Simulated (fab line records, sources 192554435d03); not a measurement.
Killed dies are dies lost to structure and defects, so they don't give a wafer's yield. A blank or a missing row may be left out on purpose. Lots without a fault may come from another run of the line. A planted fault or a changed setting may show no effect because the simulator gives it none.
Which tool did it? | flow n5_finfet | 24 lots, 72 wafers sampled, at 6 steps of a route of 1938

WHAT THE GAUGES READ, wafer by wafer
N5_GATE_CUT_INSPECT_26: inspects for defects (darkfield).
lot  | measured     | on                | raw_defect_count
L074 | day 4 18:46  | defect_inspect-01 | 11 18 14
L075 | day 4 21:41  | defect_inspect-02 | 20 45 24
L076 | day 5 03:41  | defect_inspect-02 | 31 30 51
L077 | day 5 09:46  | defect_inspect-01 | 53 62 38
L078 | day 5 18:13  | defect_inspect-01 | 36 54 31
L079 | day 6 00:18  | defect_inspect-02 | 43 36 36
L080 | day 6 02:06  | defect_inspect-01 | 32 25 27
L081 | day 6 10:26  | defect_inspect-01 | 21 28 43
L082 | day 6 14:31  | defect_inspect-01 | 39 23 27
L083 | day 6 19:02  | defect_inspect-02 | 26 30 43
L084 | day 7 01:38  | defect_inspect-01 | 35 56 31
L085 | day 7 11:09  | defect_inspect-01 | 29 34 31
L086 | day 7 13:35  | defect_inspect-02 | 40 65 31
L087 | day 7 21:34  | defect_inspect-02 | 87 21 35
L088 | day 8 02:59  | defect_inspect-01 | 78 29 28
L089 | day 8 11:34  | defect_inspect-02 | 29 16 35
L090 | day 8 16:41  | defect_inspect-01 | 86 43 63
L091 | day 8 19:02  | defect_inspect-01 | 25 28 24
L092 | day 9 02:13  | defect_inspect-01 | 54 39 25
L093 | day 9 07:25  | defect_inspect-02 | 51 34 49
L094 | day 9 18:16  | defect_inspect-01 | 33 36 37
L095 | day 9 21:20  | defect_inspect-02 | 47 35 5
L096 | day 10 05:31 | defect_inspect-01 | 21 41 36
L097 | day 10 13:33 | defect_inspect-02 | 33 31 33

N5_MOL_CONTACT_COAG_OVL_MEAS_09.
lot  | measured     | on         | CA_OVL (nm)
L074 | day 4 19:14  | overlay-02 | 0.0 0.9 -0.4
L075 | day 4 22:02  | overlay-02 | -0.4 0.9 0.6
L076 | day 5 04:01  | overlay-01 | 0.5 1.1 0.7
L077 | day 5 10:14  | overlay-01 | -0.5 0.1 1.2
L078 | day 5 18:40  | overlay-01 | 0.4 0.2 -0.1
L079 | day 6 00:46  | overlay-01 | -0.1 0.7 -0.5
L080 | day 6 02:33  | overlay-02 | 0.5 -0.2 -0.8
L081 | day 6 10:46  | overlay-01 | -0.5 0.3 0.0
L082 | day 6 14:51  | overlay-01 | -0.2 -1.0 0.0
L083 | day 6 19:22  | overlay-01 | -0.5 0.2 0.1
L084 | day 7 02:05  | overlay-01 | 1.0 0.3 1.4
L085 | day 7 11:29  | overlay-02 | 0.6 0.4 -0.2
L086 | day 7 14:03  | overlay-01 | 0.5 0.6 -0.3
L087 | day 7 21:54  | overlay-01 | 0.1 0.5 0.8
L088 | day 8 03:19  | overlay-01 | 0.3 0.9 0.7
L089 | day 8 11:54  | overlay-02 | -0.4 -1.1 0.5
L090 | day 8 17:01  | overlay-02 | 0.1 0.7 -0.3
L091 | day 8 19:29  | overlay-01 | 1.0 1.1 1.1
L092 | day 9 02:40  | overlay-02 | -1.1 0.3 -0.1
L093 | day 9 07:52  | overlay-02 | 0.1 1.1 0.4
L094 | day 9 18:44  | overlay-01 | 0.6 0.1 1.3
L095 | day 9 21:40  | overlay-02 | 0.3 0.7 0.0
L096 | day 10 05:51 | overlay-02 | -0.2 0.6 0.6
L097 | day 10 13:53 | overlay-02 | -0.3 0.0 -0.3

N5_MOL_CONTACT_COAG_OVL_MEAS_85.
lot  | measured     | on         | VG_OVL (nm)
L074 | day 5 06:15  | overlay-01 | 0.1 1.1 -0.2
L075 | day 5 07:39  | overlay-01 | -0.4 -0.6 -0.5
L076 | day 5 15:09  | overlay-02 | 0.1 0.1 0.1
L077 | day 5 18:45  | overlay-01 | -0.8 -0.7 -1.2
L078 | day 6 03:49  | overlay-01 | 0.6 0.9 0.1
L079 | day 6 11:31  | overlay-01 | 0.3 0.5 0.0
L080 | day 6 12:09  | overlay-01 | -0.1 -0.8 -0.2
L081 | day 6 21:37  | overlay-02 | 1.0 0.3 0.3
L082 | day 7 01:28  | overlay-02 | 0.5 0.1 0.7
L083 | day 7 05:43  | overlay-02 | 1.2 0.7 1.3
L084 | day 7 12:04  | overlay-02 | -0.5 -0.3 -0.2
L085 | day 7 21:30  | overlay-01 | -1.7 -1.0 -0.7
L086 | day 8 01:32  | overlay-02 | 0.7 0.9 0.1
L087 | day 8 07:43  | overlay-01 | 0.3 -0.5 -0.8
L088 | day 8 15:38  | overlay-01 | -1.0 -0.7 -1.2
L089 | day 8 21:56  | overlay-01 | -0.9 -0.5 0.2
L090 | day 9 01:46  | overlay-01 | -0.9 -0.6 -2.1
L091 | day 9 04:56  | overlay-02 | 0.5 -0.4 0.7
L092 | day 9 12:17  | overlay-01 | 0.6 0.8 -0.9
L093 | day 9 17:54  | overlay-01 | 0.7 0.0 0.5
L094 | day 10 05:27 | overlay-02 | -0.5 -1.2 0.0
L095 | day 10 06:03 | overlay-01 | -0.4 0.4 -0.3
L096 | day 10 15:03 | overlay-01 | -0.2 -0.8 0.5
L097 | day 10 22:55 | overlay-01 | 0.0 -1.4 0.2

WHICH TOOL RAN EACH LOT (tool, then ch and the chambers of the sampled wafers, then the start)
lot  | N5_MOL_CONTACT_COAG_SIL_ANNEAL_21 | N5_MOL_CONTACT_COAG_CMP_28    | N5_MOL_CONTACT_COAG_ALD_123
L074 | rtp_anneal-02 ch 0, day 4 21:11   | cmp-04 ch 0,1,2, day 5 04:52  | ald_sin-02 ch 0,2,3, day 5 05:22
L075 | rtp_anneal-02 ch 0, day 4 23:35   | cmp-04 ch 1,2,3, day 5 06:32  | ald_sin-04 ch 0,2,3, day 5 06:46
L076 | rtp_anneal-01 ch 0, day 5 05:50   | cmp-01 ch 0,1,3, day 5 13:49  | ald_sin-04 ch 0,2, day 5 14:08
L077 | rtp_anneal-01 ch 0, day 5 11:51   | cmp-01 ch 0,1, day 5 17:24    | ald_sin-02 ch 0,1,3, day 5 17:44
L078 | rtp_anneal-01 ch 0, day 5 20:13   | cmp-03 ch 0,1,3, day 6 02:36  | ald_sin-02 ch 0,2,3, day 6 02:56
L079 | rtp_anneal-01 ch 0, day 6 02:53   | cmp-04 ch 1,2,3, day 6 10:13  | ald_sin-03 ch 0,2,3, day 6 10:30
L080 | rtp_anneal-01 ch 0, day 6 04:20   | cmp-01 ch 0,2,3, day 6 10:56  | ald_sin-03 ch 0,1, day 6 11:16
L081 | rtp_anneal-01 ch 0, day 6 13:07   | cmp-01 ch 1,2,3, day 6 20:26  | ald_sin-03 ch 0,1,2, day 6 20:44
L082 | rtp_anneal-01 ch 0, day 6 18:05   | cmp-03 ch 0,2,3, day 7 00:13  | ald_sin-03 ch 1,2,3, day 7 00:34
L083 | rtp_anneal-01 ch 0, day 6 21:04   | cmp-01 ch 0,1,3, day 7 04:23  | ald_sin-02 ch 0,1,3, day 7 04:43
L084 | rtp_anneal-02 ch 0, day 7 04:22   | cmp-03 ch 0,1,2, day 7 10:46  | ald_sin-03 ch 1,2, day 7 11:04
L085 | rtp_anneal-01 ch 0, day 7 13:32   | cmp-01 ch 1,3, day 7 20:13    | ald_sin-04 ch 0,1, day 7 20:30
L086 | rtp_anneal-01 ch 0, day 7 16:06   | cmp-01 ch 0,1,2, day 7 23:47  | ald_sin-02 ch 0,1, day 8 00:39
L087 | rtp_anneal-01 ch 0, day 8 00:04   | cmp-03 ch 0,1,3, day 8 06:29  | ald_sin-03 ch 2,3, day 8 06:42
L088 | rtp_anneal-01 ch 0, day 8 05:29   | cmp-03 ch 0,2,3, day 8 14:24  | ald_sin-02 ch 0,2,3, day 8 14:45
L089 | rtp_anneal-01 ch 0, day 8 13:23   | cmp-03 ch 0,2,3, day 8 20:41  | ald_sin-02 ch 0,1,3, day 8 21:01
L090 | rtp_anneal-02 ch 0, day 8 18:39   | cmp-03 ch 0,1,2, day 9 00:19  | ald_sin-04 ch 1,2,3, day 9 00:46
L091 | rtp_anneal-01 ch 0, day 8 21:44   | cmp-01 ch 1,2, day 9 03:43    | ald_sin-02 ch 1,2, day 9 04:02
L092 | rtp_anneal-02 ch 0, day 9 04:35   | cmp-03 ch 0,1,2, day 9 11:02  | ald_sin-02 ch 0,1,2, day 9 11:23
L093 | rtp_anneal-01 ch 0, day 9 09:43   | cmp-04 ch 0,1,3, day 9 16:24  | ald_sin-03 ch 0,1,2, day 9 16:53
L094 | rtp_anneal-02 ch 0, day 9 20:16   | cmp-01 ch 0,2,3, day 10 04:19 | ald_sin-04 ch 1,2,3, day 10 04:34
L095 | rtp_anneal-01 ch 0, day 9 23:13   | cmp-04 ch 0,3, day 10 04:26   | ald_sin-04 ch 2,3, day 10 05:03
L096 | rtp_anneal-01 ch 0, day 10 07:52  | cmp-03 ch 0,1,2, day 10 13:53 | ald_sin-03 ch 0,3, day 10 14:10
L097 | rtp_anneal-02 ch 0, day 10 15:27  | cmp-04 ch 0,2,3, day 10 21:27 | ald_sin-04 ch 0,3, day 10 21:54
- N5_MOL_CONTACT_COAG_SIL_ANNEAL_21: time 60 s.
- N5_MOL_CONTACT_COAG_CMP_28: polishes, stops on SiNx, t overpolish 0.85 s, target thk 14.522 nm.
- N5_MOL_CONTACT_COAG_ALD_123: deposits SiNx, target thk 5 nm, pulse time 1 s, purge time 2 s.

WHAT THE TOOLS THEMSELVES READ (means of the sampled wafers that have a number; where no wafer has one, the mark that the record gives instead)
N5_MOL_CONTACT_COAG_SIL_ANNEAL_21.
lot  | tool          | lamp_power_pct (%) | lamp_zone_3_pct (%) | wafer_temp_C_max
L074 | rtp_anneal-02 | 7.0                | 7.0                 | 553.1
L075 | rtp_anneal-02 | 7.0                | 7.0                 | 553.0
L076 | rtp_anneal-01 | 5.8                | 5.8                 | 552.5
L077 | rtp_anneal-01 | 5.8                | 5.8                 | 552.3
L078 | rtp_anneal-01 | 5.8                | 5.8                 | 551.8
L079 | rtp_anneal-01 | 5.8                | 5.8                 | 553.0
L080 | rtp_anneal-01 | 5.8                | 5.8                 | 552.4
L081 | rtp_anneal-01 | 5.8                | 5.8                 | 551.6
L082 | rtp_anneal-01 | 5.8                | 5.8                 | 552.4
L083 | rtp_anneal-01 | 5.8                | 5.8                 | 552.5
L084 | rtp_anneal-02 | 7.0                | 7.0                 | 553.1
L085 | rtp_anneal-01 | 5.8                | 5.8                 | 552.2
L086 | rtp_anneal-01 | 5.8                | 5.8                 | 552.4
L087 | rtp_anneal-01 | 5.8                | 5.8                 | 552.6
L088 | rtp_anneal-01 | 5.8                | 5.8                 | 551.9
L089 | rtp_anneal-01 | 5.8                | 5.8                 | 552.6
L090 | rtp_anneal-02 | 7.0                | 7.0                 | 552.4
L091 | rtp_anneal-01 | 5.8                | 5.8                 | 552.3
L092 | rtp_anneal-02 | 7.0                | 7.0                 | 552.8
L093 | rtp_anneal-01 | 5.8                | 5.8                 | 552.2
L094 | rtp_anneal-02 | 7.0                | 7.0                 | 553.1
L095 | rtp_anneal-01 | 5.8                | 5.8                 | 552.7
L096 | rtp_anneal-01 | 5.8                | 5.8                 | 552.8
L097 | rtp_anneal-02 | 7.0                | 7.0                 | 553.6

N5_MOL_CONTACT_COAG_CMP_28.
lot  | tool   | motor_current_A (A) | time_to_endpoint_s (s)
L074 | cmp-04 | 12.2                | 6
L075 | cmp-04 | 12.8                | 1
L076 | cmp-01 | 12.5                | 8
L077 | cmp-01 | 12.0                | 5
L078 | cmp-03 | 13.2                | 4
L079 | cmp-04 | 12.8                | 3
L080 | cmp-01 | 11.9                | 5
L081 | cmp-01 | 12.0                | 6
L082 | cmp-03 | 13.8                | 5
L083 | cmp-01 | 12.5                | 4
L084 | cmp-03 | 13.1                | 3
L085 | cmp-01 | 12.4                | 6
L086 | cmp-01 | 11.6                | 3
L087 | cmp-03 | 13.0                | 6
L088 | cmp-03 | 13.5                | 7
L089 | cmp-03 | 13.7                | 5
L090 | cmp-03 | 13.3                | 5
L091 | cmp-01 | 11.4                | 6
L092 | cmp-03 | 13.1                | 5
L093 | cmp-04 | 12.4                | 3
L094 | cmp-01 | 11.8                | 3
L095 | cmp-04 | 13.1                | 2
L096 | cmp-03 | 13.2                | 3
L097 | cmp-04 | 13.1                | 5

N5_MOL_CONTACT_COAG_ALD_123.
lot  | tool       | heater_power_w (W) | precursor_pulse_height_rel
L074 | ald_sin-02 | 839                | 0.994
L075 | ald_sin-04 | 819                | 0.974
L076 | ald_sin-04 | 767                | 1.010
L077 | ald_sin-02 | 827                | 1.005
L078 | ald_sin-02 | 849                | 1.008
L079 | ald_sin-03 | 829                | 0.993
L080 | ald_sin-03 | 927                | 0.993
L081 | ald_sin-03 | 920                | 0.994
L082 | ald_sin-03 | 877                | 1.003
L083 | ald_sin-02 | 828                | 1.040
L084 | ald_sin-03 | 981                | 1.012
L085 | ald_sin-04 | 816                | 1.011
L086 | ald_sin-02 | 820                | 0.981
L087 | ald_sin-03 | 760                | 1.008
L088 | ald_sin-02 | 833                | 1.006
L089 | ald_sin-02 | 818                | 1.028
L090 | ald_sin-04 | 825                | 1.003
L091 | ald_sin-02 | 837                | 1.014
L092 | ald_sin-02 | 830                | 0.989
L093 | ald_sin-03 | 902                | 0.992
L094 | ald_sin-04 | 831                | 0.977
L095 | ald_sin-04 | 820                | 0.998
L096 | ald_sin-03 | 824                | 0.994
L097 | ald_sin-04 | 869                | 1.011

THE ANSWER, worked out from the rows above alone
Rule: what is usual is taken from the lots themselves. Put in order of their means at a reading, lots are off if they are a third of the lots or fewer, leave a main group of 4 or more, and stand apart from it by a gap of 3 or more times the standard deviation of the main group's means; of several such gaps the widest counts. A main group whose means are all the same, to the digits that the tables above print for the reading, isn't used. A lot without any number at a reading at which 4 lots or more have one is off too. The other lots that the step has rows for count as sound. The gauges are gone through in route order, then the tools' own readings, and for those a lot's mean is taken as printed above. The first step at which some lot is off is used, and at that step the reading that is off furthest; a lot without a number counts as furthest.
No lot is off at any reading shown: from this, nothing can be told.

WHAT THE SIMULATOR HAD PUT IN
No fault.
